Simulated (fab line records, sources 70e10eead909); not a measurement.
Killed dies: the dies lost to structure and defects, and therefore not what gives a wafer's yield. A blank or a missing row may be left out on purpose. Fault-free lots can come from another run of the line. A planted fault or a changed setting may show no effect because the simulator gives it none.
Which tool did it?    flow nand harc    11 lots, 33 wafers sampled, at 6 steps of a route of 1159

## WHAT EACH GAUGE READ, for each wafer
NHARC_P_M2_CD_MEAS_09 targets a cd of 170 nm. Usual: cd nm 170.0 nm, standard deviation 0.56.
lot   measured      on         cd nm (nm)         flag
L122  day 6 08:11   cd sem-01  170.0 171.0 170.2  
L124  day 6 18:05   cd sem-02  168.8 168.9 169.1  
L125  day 6 19:07   cd sem-01  170.5 169.6 171.0  
L126  day 7 04:50   cd sem-01  169.9 170.7 170.0  
L127  day 7 11:14   cd sem-03  169.6 170.0 169.4  
L128  day 7 16:55   cd sem-02  169.9 169.8 170.7  
L129  day 7 20:18   cd sem-03  171.2 171.1 170.6  
L130  day 8 05:10   cd sem-02  169.2 169.1 169.9  
L132  day 9 02:14   cd sem-01  171.1 169.9 170.8  
L142  day 11 03:50  cd sem-03  186.6 185.6 186.2  OFF
L145  day 12 03:42  cd sem-03  183.2 183.4 183.4  OFF

NHARC_END_SORT_01. Usual: defect limited yield 95.6 %, standard deviation 1.6; killed at array 26, standard deviation 11; killed at other 0.4, standard deviation 0.78; killed at periphery 3.4, standard deviation 2.4; killed dies 29, standard deviation 11; killed open 3.1, standard deviation 1.9; killed short 1.9, standard deviation 1.4; sort_bin_2_pct 1.3 %, standard deviation 0.63; sort_bin_3_pct 0.20 %, standard deviation 0.18; sort_bin_4_pct 2.8 %, standard deviation 1.1; sort n pass 648, standard deviation 11; sort rim yield pct 95 %, standard deviation 3.4; sort yield pct 95.6 %, standard deviation 1.6.
lot   measured      on         defect limited yield (%)  killed at array  killed at other  killed at periphery  killed dies  killed open  killed short  sort_bin_2_pct (%)  sort_bin_3_pct (%)  sort_bin_4_pct (%)  sort n pass  sort rim yield pct (%)  sort yield pct (%)  flag
L142  day 25 09:01  prober-01  93.9 97.3 95.1            34 17 30         0 0 1            7 1 2                41 18 33     3 0 0        3 2 1         1.6 0.9 1.5         0.44 0 0.15         4.0 1.8 3.2         636 659 644  98 93 98                93.9 97.3 95.1      
L145  day 26 10:52  prober-01  95.4                      20               0                11                   31           2            6             1.9                 0.30                2.4                 646          94                      95.4                OFF

## WHICH TOOL RAN EACH LOT (tool, then ch and the chambers of the sampled wafers, then the start)
lot   NHARC_P_M1_DESCUM_14               NHARC_P_M1_PRE_CLEAN_30                  NHARC_P_M1_DEP_33                NHARC_P_M2_EXPOSE_06
L122  rie diel-05 ch 0,2,3, day 6 04:05  pvd sputter-02, day 6 06:59 or earlier   pecvd-03 ch 0,1,2, day 6 06:59   arfi scanner-01 ch 0, day 6 08:03
L124  rie diel-07 ch 1,2, day 6 13:56    pvd sputter-02, day 6 16:44 or earlier   pecvd-03 ch 0,1,2, day 6 16:44   arfi scanner-02 ch 0, day 6 17:56
L125  rie diel-07 ch 0,2,3, day 6 14:57  pvd sputter-02, day 6 17:48 or earlier   pecvd-04 ch 0,2, day 6 17:48     arfi scanner-01 ch 0, day 6 18:58
L126  rie diel-11 ch 0,1, day 7 00:50    pvd sputter-01, day 7 03:37 or earlier   pecvd-02 ch 1,2, day 7 03:37     arfi scanner-01 ch 0, day 7 04:41
L127  rie diel-05 ch 1,3, day 7 06:49    pvd sputter-01, day 7 10:02 or earlier   pecvd-03 ch 0,2, day 7 10:02     arfi scanner-01 ch 0, day 7 11:05
L128  rie diel-11 ch 0,3, day 7 12:47    pvd sputter-02, day 7 15:31 or earlier   pecvd-03 ch 0,1, day 7 15:31     arfi scanner-02 ch 0, day 7 16:46
L129  rie diel-11 ch 0,2,3, day 7 16:00  pvd sputter-02, day 7 18:47 or earlier   pecvd-03 ch 0,1,2, day 7 18:47   arfi scanner-01 ch 0, day 7 20:10
L130  rie diel-07 ch 0,1,3, day 8 00:50  pvd sputter-03, day 8 03:41 or earlier   pecvd-04 ch 0,2, day 8 03:41     arfi scanner-03 ch 0, day 8 05:01
L132  rie diel-07 ch 0,1, day 8 22:17    pvd sputter-01, day 9 01:04 or earlier   pecvd-02 ch 1,2, day 9 01:04     arfi scanner-03 ch 0, day 9 02:06
L142  rie diel-07 ch 1,2, day 10 23:38   pvd sputter-03, day 11 02:40 or earlier  pecvd-02 ch 0,1,2, day 11 02:40  arfi scanner-03 ch 0, day 11 03:42
L145  rie diel-11 ch 0,3, day 11 23:34   pvd sputter-03, day 12 02:28 or earlier  pecvd-03 ch 0,1,2, day 12 02:28  arfi scanner-03 ch 0, day 12 03:34
- NHARC_P_M1_DESCUM_14: chemistry O2, time 3 s.
- NHARC_P_M1_PRE_CLEAN_30: time 30 s.
- NHARC_P_M1_DEP_33: deposits SiCN, target thk 30 nm.
- NHARC_P_M2_EXPOSE_06: exposes mask P M2, target cd 170 nm.

## WHAT THE TOOLS THEMSELVES READ (means of the sampled wafers that have a number; where no wafer has one, the mark that the record gives instead)
NHARC_P_M1_DESCUM_14. Usual: drypump motor current A 5.7 A, standard deviation 0.55; oes product au 1.000 a.u., standard deviation 0.011; rf vpp V 57.9 V, standard deviation 0.98; showerhead plenum p Torr 1.94 Torr, standard deviation 0.093; throttle valve pct 11.312 %, standard deviation 0.0092.
lot   tool         drypump motor current A (A)  oes product au (a.u.)  rf vpp V (V)  showerhead plenum p Torr (Torr)  throttle valve pct (%)  flag
L122  rie diel-05  6.1                          0.994                  58.0          2.04                             11.311                  
L124  rie diel-07  5.8                          0.978                  57.3          1.92                             11.319                  
L125  rie diel-07  5.9                          1.001                  57.5          1.90                             11.316                  
L126  rie diel-11  5.5                          1.015                  58.0          1.87                             11.319                  
L127  rie diel-05  4.9                          0.997                  57.8          2.06                             11.306                  
L128  rie diel-11  5.3                          1.014                  57.6          1.95                             11.318                  
L129  rie diel-11  5.6                          1.002                  58.1          1.95                             11.312                  
L130  rie diel-07  5.6                          0.998                  58.0          1.88                             11.320                  
L132  rie diel-07  5.4                          0.993                  56.9          1.90                             11.310                  
L142  rie diel-07  6.1                          1.000                  58.7          1.94                             11.317                  
L145  rie diel-11  5.3                          1.002                  58.2          1.95                             11.312                  

NHARC_P_M1_PRE_CLEAN_30. Usual: heater power w 412 W, standard deviation 35; susceptor temp C 280.00 C, standard deviation 0.18.
lot   tool            heater power w (W)  susceptor temp C (C)  flag
L122  pvd sputter-02  402                 279.95                
L124  pvd sputter-02  400                 279.84                
L125  pvd sputter-02  420                 280.29                
L126  pvd sputter-01  456                 279.91                
L127  pvd sputter-01  420                 279.93                
L128  pvd sputter-02  432                 279.92                
L129  pvd sputter-02  393                 -                     OFF
L130  pvd sputter-03  435                 279.98                
L132  pvd sputter-01  436                 280.05                
L142  pvd sputter-03  429                 279.95                
L145  pvd sputter-03  405                 280.02                

NHARC_P_M1_DEP_33. Usual: heater power w 569 W, standard deviation 100; susceptor temp C 369.99 C, standard deviation 0.21.
lot   tool      heater power w (W)  susceptor temp C (C)  flag
L122  pecvd-03  592                 369.86                
L124  pecvd-03  622                 370.05                
L125  pecvd-04  441                 370.02                
L126  pecvd-02  524                 370.23                
L127  pecvd-03  635                 370.13                
L128  pecvd-03  602                 369.94                
L129  pecvd-03  590                 369.89                
L130  pecvd-04  476                 370.14                
L132  pecvd-02  549                 370.12                
L142  pecvd-02  604                 369.89                
L145  pecvd-03  615                 369.87                

NHARC_P_M2_EXPOSE_06. Usual: exposure dose mJ cm2 80.77, standard deviation 0.08.
lot   tool             exposure dose mJ cm2  flag
L122  arfi scanner-01  80.77                 
L124  arfi scanner-02  80.69                 
L125  arfi scanner-01  80.84                 
L126  arfi scanner-01  80.76                 
L127  arfi scanner-01  80.66                 
L128  arfi scanner-02  80.79                 
L129  arfi scanner-01  80.78                 
L130  arfi scanner-03  80.81                 
L132  arfi scanner-03  80.75                 
L142  arfi scanner-03  105.87                OFF
L145  arfi scanner-03  100.69                OFF

## THE ANSWER, worked out from the rows above alone
Rule: lot off if the mean of its wafers having a number is beyond 3 standard deviations from the usual mean. A lot without any number at a reading at which 4 lots or more have one is off too. Any other lot the step has rows for is counted as sound. Order of review: gauges by route order, followed by the tools' own readings, for which a lot's mean as printed above is used. At the first step where some lot is off, the reading lying furthest off is the one used; lots without a number count as furthest.
Off at NHARC_P_M2_CD_MEAS_09 (cd nm): L142, L145.
A tool fits if, at a process step before that reading, it ran every lot that is off, and no sound lot after the first of them. Not tried: the gauges at NHARC_P_M2_CD_MEAS_09; whatever is off there is also off at NHARC_P_M2_EXPOSE_06, on other tools, and gauge error can't account for it. NHARC_P_M1_PRE_CLEAN_30 gives no start for some lots, so the hours and the order of its lots are those of NHARC_P_M1_DEP_33. 2 tools fit, pvd sputter-03 at NHARC_P_M1_PRE_CLEAN_30 and arfi scanner-03 at NHARC_P_M2_EXPOSE_06, so this cannot tell which one it is.

## WHAT HAD BEEN PUT IN BY THE SIMULATOR
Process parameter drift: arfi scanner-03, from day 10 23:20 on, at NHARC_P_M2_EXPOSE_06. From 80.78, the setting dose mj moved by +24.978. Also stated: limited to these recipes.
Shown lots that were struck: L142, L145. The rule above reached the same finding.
